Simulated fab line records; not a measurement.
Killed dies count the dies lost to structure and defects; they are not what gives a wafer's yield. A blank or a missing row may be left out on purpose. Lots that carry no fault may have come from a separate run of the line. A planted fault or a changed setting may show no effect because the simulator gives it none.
fab line records -- flow nand-harc
[record] lots = 7, wafers = 21, last-day = 34
route steps=1302 shown A_STAIRCASE@837 A_SGD_CUT@904 END@1302
lots with no fault: from the same line, run without faults
start-h: hours from the record's first day to the start of the lot's first wafer shown -- wait-h: hours from the lot's prior step to this one -- " the same as in the row above -- L1.1+2: one row covering several wafers at once -- - no value, or no start given -- * or withheld: withheld -- < > ~ a bound
route shown NAME@n: NAME is a module with steps in the file, n the number in the route of the first one -- usual: mean/standard deviation of fault-free wafers -- same: alike in all rows -- chamber/n: place in a boat -- sites: readings site by site -- _std_site: their standard deviation -- _edge_site: inner sites' mean taken away from outer sites' mean -- radius-mm: how far each site lies from the wafer's centre -- mask NAME#n: copy n -- behind: tool/chamber where the wafer was last shaped -- hold: reason for holding the lot/hours on hold/outcome of the hold -- device: whichever transistor did not switch (one of n, p or np) -- end of line: the same wafers' tests at the end of the route -- a step with no rows: only its recipe -- killed: dies lost to structure and defects at the first sort, not the wafer's yield -- map: shows each die of a wafer: x if killed, . if not, _ if none is there
set.NAME: the setting that was run; set.NAME@STEP: the one run at that earlier step -- model.NAME: the simulator's own value behind a step, which no gauge read
lots seen at some steps along the route; tables by step, rows by wafer
services: a tool's chamber out of use, with start hour (start-h, from the record's first day; less than 0 if before it), hours out, and reason
[[steps]]
[step NHARC_A_STAIRCASE_STRIP_317]
[recipe] time-s = 900, temp-c = 130, chemistry = SPM
[step NHARC_A_STAIRCASE_PRECLEAN_318]
[recipe] time-s = *, temp-c = 50, bath-age-min = 0, chemistry = SC1
[step NHARC_A_STAIRCASE_SRD_329]
[step NHARC_A_STAIRCASE_ALD_415]
[recipe] target-thk-a = 300, pulse-time-s = 6, ald-cycles = 300, temp-c = 300, material = SiO2
[usual] heater-power-w = 463/45, precursor-pulse-height-rel = 0.999/0.02
[same] ald-cycles = 300
lot.wafer,tool,chamber,start-h,wait-h,heater-power-w,precursor-pulse-height-rel
L281.4,ald-hk-03,1,427.29,0.3,442,1.016
L281.2,ald-hk-03,2,427.29,0.3,426,0.973
L281.6,ald-hk-03,1,427.29,0.3,432,0.995
L282.4,ald-hk-02,3,450.91,0.3,454,0.989
L282.5,ald-hk-02,2,450.91,0.3,445,0.980
L282.6,ald-hk-02,3,450.91,0.3,458,0.991
L290.4,ald-hk-03,1,546.10,0.1,438,1.008
L290.5,ald-hk-03,1,546.10,0.1,439,0.985
L290.6,ald-hk-03,2,546.10,0.1,423,1.011
L292.4,ald-hk-01,2,551.03,0.1,540,1.026
L292.1,ald-hk-01,0,551.03,0.1,499,1.021
L292.3,ald-hk-01,1,551.03,0.1,534,0.986
L293.4,ald-hk-02,3,560.13,0.3,487,0.984
L293.2,ald-hk-02,0,560.13,0.3,443,0.999
L293.6,ald-hk-02,2,560.13,0.3,414,1.035
L299.2,ald-hk-02,1,612.55,0.3,470,0.990
L299.1,ald-hk-02,3,612.55,0.3,480,0.996
L299.5,ald-hk-02,1,612.55,0.3,470,1.000
L298.4,ald-hk-02,3,646.04,0.3,477,1.019
L298.1,ald-hk-02,0,646.04,0.3,445,1.010
L298.5,ald-hk-02,2,646.04,0.3,420,0.986
[step NHARC_A_STAIRCASE_ETCHBACK_416]
[recipe] target-depth-a = 360, time-s = 7.2, c4f8-flow-sccm = withheld, o2-flow-sccm = 8, ar-flow-sccm = withheld, rf-w = 600, bias-w = 800, chemistry = C4F8/O2/Ar
[step NHARC_A_STAIRCASE_STRIP_476]
[recipe] time-s = 20, o2-flow-sccm = 500, ar-flow-sccm = 0, bias-w = 0, chemistry = O2
[step NHARC_A_STAIRCASE_DEP_417]
[recipe] target-thk-a = 600, step-coverage-pct = 20, temp-c = 400, target-thk-nm = 60, flow-sccm = 200, rf-w = 450, material = Si3N4
[usual] heater-power-w = 744/120
lot.wafer,tool,chamber,start-h,wait-h,heater-power-w
L281.2,pecvd-04,0,429.30,-,611
L281.6,pecvd-04,0,429.30,-,620
L281.4,pecvd-04,1,429.30,-,693
L282.4,pecvd-02,0,453.89,-,801
L282.6,pecvd-02,1,453.89,-,815
L282.5,pecvd-02,2,453.89,-,637
L290.6,pecvd-02,1,548.57,-,841
L290.4,pecvd-02,2,548.57,-,574
L290.5,pecvd-02,0,548.57,-,768
L292.3,pecvd-02,0,553.33,-,829
L292.1,pecvd-02,1,553.33,-,741
L292.4,pecvd-02,1,553.33,-,730
L293.2,pecvd-03,0,562.22,-,701
L293.4,pecvd-03,2,562.22,-,976
L293.6,pecvd-03,0,562.22,-,722
L299.1,pecvd-04,2,614.62,-,830
L299.2,pecvd-04,1,614.62,-,683
L299.5,pecvd-04,0,614.62,-,644
L298.1,pecvd-03,2,648.12,-,905
L298.5,pecvd-03,0,648.12,-,587
L298.4,pecvd-03,1,648.12,-,665
[step NHARC_A_STAIRCASE_WET_418]
[recipe] temp-c = 160, target-depth-a = 200, chemistry = H3PO4
[step NHARC_A_STAIRCASE_PRECLEAN_419]
[recipe] time-s = *, temp-c = 50, bath-age-min = 0, chemistry = SC1
[step NHARC_A_STAIRCASE_SRD_421]
[step NHARC_A_STAIRCASE_ALD_420]
[recipe] target-thk-a = 200, pulse-time-s = 6, ald-cycles = 200, temp-c = 300, material = SiO2
[usual] heater-power-w = 462/51, precursor-pulse-height-rel = 0.999/0.02
[same] ald-cycles = 200
lot.wafer,tool,chamber,start-h,wait-h,heater-power-w,precursor-pulse-height-rel
L281.4,ald-hk-01,2,432.33,-,515,0.995
L281.2,ald-hk-01,3,432.33,-,453,0.975
L281.6,ald-hk-01,0,432.33,-,497,0.992
L282.4,ald-hk-01,3,456.47,-,450,0.988
L282.5,ald-hk-01,3,456.47,-,452,1.023
L282.6,ald-hk-01,0,456.47,-,516,1.004
L290.4,ald-hk-02,1,551.60,-,460,1.032
L290.6,ald-hk-02,2,551.60,-,415,0.985
L290.5,ald-hk-02,3,551.60,-,470,0.980
L292.1,ald-hk-03,1,556.17,-,442,1.006
L292.3,ald-hk-03,2,556.17,-,428,1.021
L292.4,ald-hk-03,3,556.17,-,370,1.048
L293.4,ald-hk-01,0,565.06,-,511,1.005
L293.2,ald-hk-01,2,565.06,-,551,0.977
L293.6,ald-hk-01,3,565.06,-,415,0.972
L299.1,ald-hk-01,3,618.30,-,413,0.987
L299.2,ald-hk-01,1,618.30,-,556,0.989
L299.5,ald-hk-01,3,618.30,-,416,1.005
L298.4,ald-hk-03,3,652.81,-,369,1.002
L298.1,ald-hk-03,0,652.81,-,492,0.986
L298.5,ald-hk-03,0,652.81,-,502,1.003
[step NHARC_A_STAIRCASE_CVD_552]
[recipe] target-thk-a = 400, temp-c = 700, pressure-mtorr = 300, material = SiNx
[usual] spike-tc-upper-C = 700.0/1.2
lot.wafer,tool,chamber,start-h,wait-h,spike-tc-upper-C
L281.2,lpcvd-01,0,433.51,-,701.7
L281.4,lpcvd-01,0,433.51,-,699.8
L281.6,lpcvd-01,0,433.51,-,700.2
L282.4,lpcvd-02,1,461.03,-,700.0
L282.5,lpcvd-02,1,461.03,-,700.5
L282.6,lpcvd-02,1,461.03,-,700.6
L290.4,lpcvd-02,1,555.68,-,699.6
L290.5,lpcvd-02,1,555.68,-,698.6
L290.6,lpcvd-02,1,555.68,-,700.8
L292.1,lpcvd-02,1,560.56,-,700.6
L292.3,lpcvd-02,1,560.56,-,700.1
L292.4,lpcvd-02,1,560.56,-,702.6
L293.2,lpcvd-02,0,569.46,-,700.6
L293.4,lpcvd-02,0,569.46,-,702.2
L293.6,lpcvd-02,0,569.46,-,701.2
L299.1,lpcvd-01,0,622.84,-,699.4
L299.2,lpcvd-01,0,622.84,-,699.3
L299.5,lpcvd-01,0,622.84,-,700.1
L298.1,lpcvd-01,0,657.36,-,702.2
L298.4,lpcvd-01,0,657.36,-,701.9
L298.5,lpcvd-01,0,657.36,-,699.4
[step NHARC_A_STAIRCASE_DEP_151]
[recipe] target-thk-a = 72000, temp-c = 400, target-thk-nm = 7200, teos-flow-sccm = 200, rf-w = 500, material = SiO2
[step NHARC_A_STAIRCASE_ANNEAL_320]
[recipe] temp-c = 750, time-s = 1800
[step NHARC_A_STAIRCASE_DEP_322]
[recipe] target-thk-a = 72000, temp-c = 400, target-thk-nm = 7200, teos-flow-sccm = 200, rf-w = 500, material = SiO2
[usual] heater-power-w = 682/120
lot.wafer,tool,chamber,start-h,wait-h,heater-power-w
L281.2,pecvd-03,2,448.18,0.3,1030
L281.6,pecvd-03,1,448.18,0.3,597
L281.4,pecvd-03,2,448.18,0.3,877
L282.5,pecvd-02,1,474.47,0.4,670
L282.6,pecvd-02,2,474.47,0.4,546
L282.4,pecvd-02,0,474.47,0.4,715
L292.1,pecvd-02,0,570.37,0.1,800
L292.3,pecvd-02,1,570.37,0.1,793
L292.4,pecvd-02,0,570.37,0.1,710
L290.6,pecvd-03,2,570.65,0.3,833
L290.5,pecvd-03,0,570.65,0.3,572
L290.4,pecvd-03,1,570.65,0.3,551
L293.2,pecvd-03,2,584.02,0.3,969
L293.4,pecvd-03,0,584.02,0.3,558
L293.6,pecvd-03,2,584.02,0.3,824
L299.1,pecvd-03,1,636.50,0.1,672
L299.2,pecvd-03,2,636.50,0.1,1028
L299.5,pecvd-03,1,636.50,0.1,550
L298.1,pecvd-02,1,668.15,0.1,698
L298.5,pecvd-02,1,668.15,0.1,676
L298.4,pecvd-02,0,668.15,0.1,722
[step NHARC_A_STAIRCASE_ANNEAL_323]
[recipe] temp-c = 750, time-s = 1800
[step NHARC_A_STAIRCASE_DEP_325]
[recipe] target-thk-a = 72000, temp-c = 400, target-thk-nm = 7200, teos-flow-sccm = 200, rf-w = 500, material = SiO2
[step NHARC_A_STAIRCASE_ANNEAL_326]
[recipe] temp-c = 750, time-s = 1800
[step NHARC_A_STAIRCASE_DEHYDRATE_433]
[recipe] temp-c = 150, time-s = 120
[step NHARC_A_STAIRCASE_HMDS_434]
[recipe] time-s = 30
[step NHARC_A_STAIRCASE_COAT_435]
[recipe] spin-rpm = 1200
[step NHARC_A_STAIRCASE_SOFTBAKE_436]
[recipe] temp-c = 135, time-s = 170
[step NHARC_A_STAIRCASE_EBR_437]
[step NHARC_A_STAIRCASE_EXPOSE_438]
[recipe] na = 0.5, dose-mj = 28.97, mask-id = STAIR_REV
[step NHARC_A_STAIRCASE_PEB_439]
[recipe] peb-temp-c = 115, peb-time-s = 130
[step NHARC_A_STAIRCASE_DEVELOP_440]
[recipe] time-s = 140
[step NHARC_A_STAIRCASE_HARDBAKE_442]
[recipe] temp-c = 120, time-s = 140
[step NHARC_A_STAIRCASE_DESCUM_443]
[recipe] time-s = 3, o2-flow-sccm = 200, ar-flow-sccm = 0, bias-power-w = 0, chemistry = O2
[usual] drypump-motor-current-A = 5.9/0.52, oes-product-au = 1.000/0.0082, rf-vpp-V = 57.9/0.87, showerhead-plenum-p-Torr = 1.93/0.071, throttle-valve-pct = 11.311/0.0087
lot.wafer,tool,chamber,start-h,wait-h,drypump-motor-current-A,oes-product-au,rf-hours-counter-h,rf-vpp-V,showerhead-plenum-p-Torr,throttle-valve-pct
L281.4,rie-diel-12,3,466.97,-,6.1,0.990,5,57.9,1.85,11.313
L281.2,rie-diel-12,0,466.97,-,5.0,0.995,5,57.7,1.86,11.311
L281.6,rie-diel-12,2,466.97,-,5.5,0.997,-,58.0,1.97,11.302
L282.4,rie-diel-11,2,492.28,-,6.1,0.998,19,57.2,1.96,11.314
L282.5,rie-diel-11,1,492.28,-,6.2,0.997,-,58.2,1.99,11.289
L282.6,rie-diel-11,2,492.28,-,6.1,1.005,-,58.7,1.96,11.309
L292.4,rie-diel-12,2,587.50,-,5.5,0.998,37,57.9,1.96,11.313
L292.1,rie-diel-12,3,587.50,-,6.1,1.003,38,58.1,1.84,11.326
L292.3,rie-diel-12,1,587.50,-,5.5,1.008,36,57.0,1.94,11.299
L290.4,rie-diel-11,3,587.67,-,5.0,0.998,50,58.3,1.88,11.311
L290.6,rie-diel-11,2,587.67,-,6.1,1.018,-,57.7,1.95,11.334
L290.5,rie-diel-11,3,587.67,-,5.0,0.988,-,58.2,1.88,11.316
L293.4,rie-diel-11,2,600.26,-,6.1,1.011,58,58.1,1.94,11.291
L293.2,rie-diel-11,3,600.26,-,5.0,0.998,53,56.6,1.88,11.311
L293.6,rie-diel-11,0,600.26,-,6.3,1.001,-,59.6,1.95,11.319
L299.1,rie-diel-04,1,652.25,-,6.6,0.998,34,58.3,2.06,11.312
L299.2,rie-diel-04,2,652.25,-,6.2,0.990,37,57.9,1.94,11.324
L299.5,rie-diel-04,1,652.25,-,6.6,1.001,-,57.7,2.06,11.304
L298.1,rie-diel-11,3,686.43,-,5.0,1.002,26,57.0,1.87,11.314
L298.4,rie-diel-11,0,686.43,-,6.3,1.001,25,57.3,1.94,11.310
L298.5,rie-diel-11,2,686.43,-,6.1,1.007,-,57.6,1.93,11.311
[step NHARC_A_STAIRCASE_ETCH_444]
[recipe] target-depth-a = 2.04e+05, time-s = 6800, c4f8-flow-sccm = 20, o2-flow-sccm = 10, ar-flow-sccm = withheld, rf-w = 600, bias-w = 1000, chemistry = C4F8/O2
[step NHARC_A_STAIRCASE_STRIP_446]
[recipe] power-w = 1500, temp-c = 250, chemistry = O2
[step NHARC_A_STAIRCASE_STRIP_447]
[recipe] time-s = 900, temp-c = 130, chemistry = SPM
[step NHARC_A_STAIRCASE_PRECLEAN_448]
[recipe] time-s = *, temp-c = 50, bath-age-min = 0, chemistry = SC1
[step NHARC_A_STAIRCASE_SRD_449]
[step NHARC_A_STAIRCASE_CMP_450]
[recipe] target-thk-nm = 200, material = SiO2
[step NHARC_A_STAIRCASE_CMP_152]
[step NHARC_A_SGD_CUT_DESCUM_14]
[recipe] time-s = 3, o2-flow-sccm = 200, ar-flow-sccm = 0, bias-power-w = 0, chemistry = O2
[usual] drypump-motor-current-A = 5.86/0.28, oes-product-au = 0.999/0.0075, rf-vpp-V = 57.7/0.81, showerhead-plenum-p-Torr = 1.90/0.063, throttle-valve-pct = 11.311/0.0084
lot.wafer,tool,chamber,start-h,wait-h,hold,drypump-motor-current-A,oes-product-au,rf-hours-counter-h,rf-vpp-V,showerhead-plenum-p-Torr,throttle-valve-pct
L281.4,rie-diel-01,2,475.02,0.1,-,6.24,0.998,5,58.4,2.00,11.303
L281.2,rie-diel-01,0,475.02,0.1,-,5.74,1.003,5,57.8,1.92,11.320
L281.6,rie-diel-01,3,475.02,0.1,-,6.28,1.012,-,56.0,1.90,11.319
L282.4,rie-diel-05,2,500.28,0.1,-,6.13,0.999,4,55.8,1.85,11.291
L282.6,rie-diel-05,1,500.28,0.1,-,6.22,0.987,-,56.4,1.81,11.319
L282.5,rie-diel-05,2,500.28,0.1,-,6.14,1.006,-,57.6,1.85,11.307
L292.3,rie-diel-01,0,597.60,1.7,await-dispo/1.6h/release,5.74,0.998,2,58.8,1.92,11.320
L292.1,rie-diel-01,1,597.60,1.7,await-dispo/1.6h/release,5.78,1.003,2,57.0,1.83,11.295
L292.4,rie-diel-01,2,597.60,1.7,await-dispo/1.6h/release,6.28,1.000,2,58.3,2.00,11.306
L290.4,rie-diel-02,2,597.93,1.7,await-dispo/1.7h/release,5.96,0.993,1,57.8,1.92,11.325
L290.5,rie-diel-02,0,597.93,1.7,await-dispo/1.7h/release,5.51,0.990,-,56.9,1.92,11.306
L290.6,rie-diel-02,1,597.93,1.7,await-dispo/1.7h/release,5.71,0.991,-,58.0,1.81,11.316
L293.2,rie-diel-02,1,611.59,2.9,await-dispo/2.8h/release,5.69,0.994,2,57.4,1.81,11.315
L293.4,rie-diel-02,3,611.59,2.9,await-dispo/2.8h/release,5.76,1.007,2,56.6,1.95,11.314
L293.6,rie-diel-02,1,611.59,2.9,await-dispo/2.8h/release,5.68,1.004,-,58.3,1.81,11.321
L299.2,rie-diel-01,0,660.33,0.1,-,5.72,0.999,6,59.1,1.92,11.310
L299.1,rie-diel-01,2,660.33,0.1,-,6.28,0.985,6,58.1,2.00,11.320
L299.5,rie-diel-01,3,660.33,0.1,-,6.27,1.005,-,57.3,1.90,11.304
L298.4,rie-diel-02,1,694.50,0.1,-,5.74,0.992,10,56.2,1.81,11.313
L298.1,rie-diel-02,2,694.50,0.1,-,5.93,1.003,10,58.1,1.92,11.312
L298.5,rie-diel-02,0,694.50,0.1,-,5.50,1.003,-,59.2,1.92,11.301
[step NHARC_END_SORT_01]
[recipe] temp-c = 25
[usual] killed-at-array = 58/15, killed-at-other = 0.8/1.2, killed-at-periphery = 3.5/2.5, killed-dies = 62/15, killed-open = 3.2/1.7, killed-short = 2.4/1.5
[same] gross-dies = 677
lot.wafer,tool,chamber,start-h,wait-h,killed-at-array,killed-at-other,killed-at-periphery,killed-dies,killed-open,killed-short
L292.1,prober-02,0,726.31,2.5,167,0,1,168,2,3
L292.3,prober-02,0,727.93,3.1,143,2,3,148,4,3
L292.4,prober-02,0,728.73,3.4,144,0,4,148,0,5
L293.2,prober-01,0,734.22,2.8,128,0,3,131,6,3
L293.4,prober-01,0,735.84,3.4,135,1,2,138,2,1
L293.6,prober-01,0,737.46,4.0,132,0,1,133,5,0
L290.4,prober-01,0,746.42,3.4,110,0,1,111,2,4
L290.5,prober-01,0,747.22,3.7,104,1,7,112,6,2
L290.6,prober-01,0,748.03,4.0,125,0,0,125,2,1
// killed by level:class
L292.1 A_STAIRCASE:unspecified=78 A_SLIT:chamber-film-flake=41 A_CHANNEL_HOLE_D1:chamber-film-flake=34 A_SGD_CUT:chamber-film-flake=3 A_CHANNEL_FILL_D2:chamber-film-flake=2 A_WL_FILL:chamber-film-flake=2 A_BONDPAD:chamber-film-flake=2 A_CHANNEL_HOLE_D1:geometric-particle:short=1
L292.3 A_STAIRCASE:unspecified=78 A_CHANNEL_HOLE_D1:chamber-film-flake=29 A_SLIT:chamber-film-flake=23 A_ONON_D1:geometric-particle:open=2 A_STAIRCASE:chamber-film-flake=2 A_BONDPAD:chamber-film-flake=2 THIN_TSV:chamber-film-flake=2 P_M1:geometric-particle:short=1
L292.4 A_STAIRCASE:unspecified=72 A_SLIT:chamber-film-flake=36 A_CHANNEL_HOLE_D1:chamber-film-flake=30 P_CONTACT:geometric-particle:short=1 P_M0:geometric-particle:short=1 A_DECK1_JOINT:geometric-particle:short=1 A_CHANNEL_FILL_D2:geometric-particle:short=1 A_WL_FILL:geometric-particle:short=1
L293.2 A_STAIRCASE:unspecified=79 A_CHANNEL_HOLE_D1:chamber-film-flake=15 A_CHANNEL_HOLE_D2:chamber-film-flake=9 A_CONTACT:chamber-film-flake=8 A_STAIRCASE:chamber-film-flake=7 P_M0:geometric-particle:open=2 A_CHANNEL_FILL_D1:geometric-particle:open=2 A_SLIT:chamber-film-flake=1
L293.4 A_STAIRCASE:unspecified=67 A_CHANNEL_HOLE_D2:chamber-film-flake=29 A_CHANNEL_HOLE_D1:chamber-film-flake=18 A_SLIT:chamber-film-flake=8 A_CONTACT:chamber-film-flake=5 A_STAIRCASE:chamber-film-flake=4 P_CONTACT:geometric-particle:open=1 A_M0:geometric-particle:open=1
L293.6 A_STAIRCASE:unspecified=75 A_CHANNEL_HOLE_D2:chamber-film-flake=25 A_CHANNEL_HOLE_D1:chamber-film-flake=20 A_WL_FILL:geometric-particle:open=2 A_SLIT:chamber-film-flake=2 A_CONTACT:chamber-film-flake=2 A_ONON_D1:geometric-particle:open=1 A_CHANNEL_FILL_D1:geometric-particle:open=1
L290.4 A_STAIRCASE:unspecified=80 A_STAIRCASE:chamber-film-flake=8 A_CONTACT:chamber-film-flake=5 A_CHANNEL_HOLE_D1:chamber-film-flake=4 A_SLIT:chamber-film-flake=4 A_ONON_D1:geometric-particle:short=3 A_BLC:geometric-particle:open=2 A_BONDPAD:chamber-film-flake=2
L290.5 A_STAIRCASE:unspecified=71 A_STAIRCASE:chamber-film-flake=6 A_CONTACT:chamber-film-flake=6 A_SLIT:chamber-film-flake=6 A_CHANNEL_HOLE_D1:chamber-film-flake=5 A_BONDPAD:chamber-film-flake=4 P_GATE:chamber-film-flake=3 P_GATE:geometric-particle:open=2
L290.6 A_STAIRCASE:unspecified=77 A_CHANNEL_HOLE_D1:chamber-film-flake=11 A_STAIRCASE:chamber-film-flake=11 A_BONDPAD:chamber-film-flake=9 A_SLIT:chamber-film-flake=7 A_CONTACT:chamber-film-flake=5 A_CHANNEL_HOLE_D1:geometric-particle:open=1 A_SGD_CUT:geometric-particle:short=1
// map L290.6 (x killed, . not)
____________.____________
_________.x....._________
_______.....x..x.._______
______....x.x......______
_____........x......_____
____.................____
____.................____
___.........x.....x...___
___...................___
__...............x.....__
__....x................__
_..................x...._
_........x.x......x..x.._
_......................._
_..x.x.......x.........._
_xxxxx....x............._
.xxxxxx..................
.xxxxxx.....x............
.xxxxxx.......x..........
xxxxxxxxx...........x....
.xxxxxxx...x............x
_xxxxxxx................_
_xxxxxxxx.x.x.x........._
_xxxxxxx............x..._
_xxxxxxxxxx........x...._
_.xxxxxx......x..x......_
__..x.....x.....x......__
__.....x.xx..x.........__
___x....xxx....x......___
___.....x.............___
____.......xx........____
____.................____
_____.......x......._____
______...x.........______
_______..........._______
_________......._________
____________.____________
// map L292.1 (x killed, . not)
____________.____________
_________......._________
_______..........._______
______.............______
_____..............._____
____.................____
____........x........____
___...................___
___..........xx.......___
__............xx....x..__
__.......x.xxxxxx...x..__
_........xxxxx.x.......x_
_........xxxxxxxx...x..._
_.......xx..xxx.....x..._
_..xx......xxxxxx......x_
_.xxxxx....xxx.x........_
...xxxx.....x............
xxxxxxxx.................
xxxxxxxx.................
.xxxxxxx.................
xxxxxxxxx...............x
_xxxxxxx................_
_xxxxxxx.x..x..........._
_.xxxxxxx..............._
_xxxxxx.x..x.......x...._
_xxx.xx.xx.xx..........._
__xx.x..xxx..xx........__
__.....xxxxxxx.........__
___....xxxxxx........x___
___....xxxxx..........___
____.....xxx.........____
____..x...x.x........____
_____..xx..........._____
______.............______
_______..........._______
_________......._________
____________.____________
[[services]]
tool,chamber,start-h,hours,kind
pecvd-02,-,408.35,13.0,pm
rie-diel-11,-,432.54,9.0,pm
rie-diel-12,-,445.50,9.0,pm
pecvd-04,-,450.00,13.0,pm
ald-hk-01,-,474.09,10.0,pm
rie-diel-11,2,488.06,1.5,repair
pecvd-03,-,501.58,6.1,repair
pecvd-02,-,515.73,1.5,repair
rie-diel-01,2,520.61,2.8,repair
pecvd-03,1,522.78,4.3,repair
pecvd-04,-,525.46,1.0,repair
ald-hk-02,-,528.66,10.0,pm
pecvd-03,-,547.24,13.0,pm
rie-diel-01,2,548.55,2.6,repair
rie-diel-01,-,557.82,9.0,pm
rie-diel-01,0,568.45,6.7,repair
ald-hk-03,-,570.32,10.0,pm
rie-diel-02,-,570.70,9.0,pm
rie-diel-11,3,579.65,3.0,repair
pecvd-02,-,589.35,13.0,pm
rie-diel-11,-,609.54,9.0,pm
rie-diel-01,0,618.00,2.5,repair
ald-hk-03,-,639.11,0.8,repair
ald-hk-01,-,652.09,10.0,pm
[[key]]
[first-sign] step = NHARC_END_SORT_01, reading = killed-dies, direction = up, sigmas = 4.9, usual = 62, struck = 135
[effect] step = NHARC_END_SORT_01, reading = killed-at-array, direction = up, sigmas = 4.8, usual = 58, struck = 132
[more-kills-born-at] NHARC_A_STAIRCASE_CVD_552@lpcvd-02 = 677
met-at NHARC_A_STAIRCASE_CVD_552
struck-wafers L290.4,L290.5,L290.6,L292.1,L292.3,L292.4,L293.2,L293.4,L293.6
tester-left-out L290,L292,L293
[fault] kind = chamber-particle-source, tool = lpcvd-02, chamber = -, onset-h = 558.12, steps = NHARC_A_STAIRCASE_CVD_552, rate-per-visit-cm2 = 0.72292, end-h = 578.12
// tester-left-out: of these lots the tester's yield and bins aren't shown, on N5 and GAA mostly nor the transistor test; their killed dies are dies lost to structure and defects alone, not to doping, threshold or leakage, so they don't give the yield
